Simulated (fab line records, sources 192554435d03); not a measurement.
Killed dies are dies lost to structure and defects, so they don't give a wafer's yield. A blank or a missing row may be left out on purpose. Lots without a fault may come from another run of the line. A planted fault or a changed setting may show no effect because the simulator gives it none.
Problem report in the 8D (eight disciplines) form, filled by code | flow n5_finfet | the parts of the form that need people (team, actions taken, sign-off) are left out

1. THE PROBLEM
etch_rf_on_time_s at N5_BEOL_M3_ETCH_63 reads a mean of 18.6 s on 6 wafers of 2 lots; wafers without a fault read 25.8 s with a standard deviation of 0.97. That is -7.5 standard deviations from the usual mean.
The step: etches SiARC in CF4, target depth 15.6 nm, time 26 s.
First seen on wafer L172.1, day 10 17:02, on rie_diel-05. The record holds 27 wafers of 9 lots with a number at this step. Rule for "out", or "out of limits": more than 4 standard deviations from the usual mean. The other wafers with a number count as sound.

2. WHAT IT IS AND WHAT IT IS NOT
question                    | is                     | is not
which readings at this step | etch_rf_on_time_s      | drypump_motor_current_A, oes_product_au, rf_vpp_V, showerhead_plenum_p_Torr, throttle_valve_pct
which lots                  | L172, L175             | L160, L162, L164, L165, L178, L179, L182
which wafers of those lots  | all that have a number | -
read on which tools         | rie_diel-05            | rie_diel-01, rie_diel-03
when                        | from day 10 17:02      | up to then (12 sound wafers); but 9 sound wafers of L178, L179, L182 came after

3. SUSPECTS, AND WHAT RULES EACH OUT
Counting: a tool at a process step up to the reading stays a suspect if it ran every lot that is out and no sound lot after the first of them.
- rie_diel-05 at N5_BEOL_M3_ETCH_63 (etches SiARC in CF4, target depth 15.6 nm, time 26 s): kept. It ran every lot that is out, first L172 (day 10 17:02), and no sound lot after that; its last sound lot up to then is L165 (day 8 18:49). Its own readings are out on those wafers: etch_rf_on_time_s.
Left after counting: rie_diel-05 at N5_BEOL_M3_ETCH_63.

4. THE CAUSE (what the simulator had put in)
Process parameter drift: rie_diel-05, from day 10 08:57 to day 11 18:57, at N5_BEOL_M3_ETCH_63. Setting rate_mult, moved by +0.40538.
Counting left only this tool.

5. THE CHAIN OF EFFECTS, in route order
Each row: a reading whose mean over the struck wafers that have a number lies more than 3 standard deviations from the usual. Only readings for which the record gives a usual standard deviation are gone through. hours: the time from each lot's start at the first step in this table that gives one to its start at this step, as a median over the lots. sigmas: the change in usual standard deviations.
hours | step               | reading           | usual  | on struck wafers | change | sigmas
0     | N5_BEOL_M3_ETCH_63 | etch_rf_on_time_s | 25.8 s | 18.6             | -7.2   | -7.5
The process steps in it:
- N5_BEOL_M3_ETCH_63: etches SiARC in CF4, target depth 15.6 nm, time 26 s.
Later measuring or inspecting steps at which every struck wafer that the step has a row for has a number for every such reading, and none has moved that far: N5_BEOL_M4_RC_MEAS_101.

6. WHAT WOULD HAVE CAUGHT IT SOONER
In this record the first reading out of limits was taken at day 10 17:02, 8 hours after the fault began at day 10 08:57.
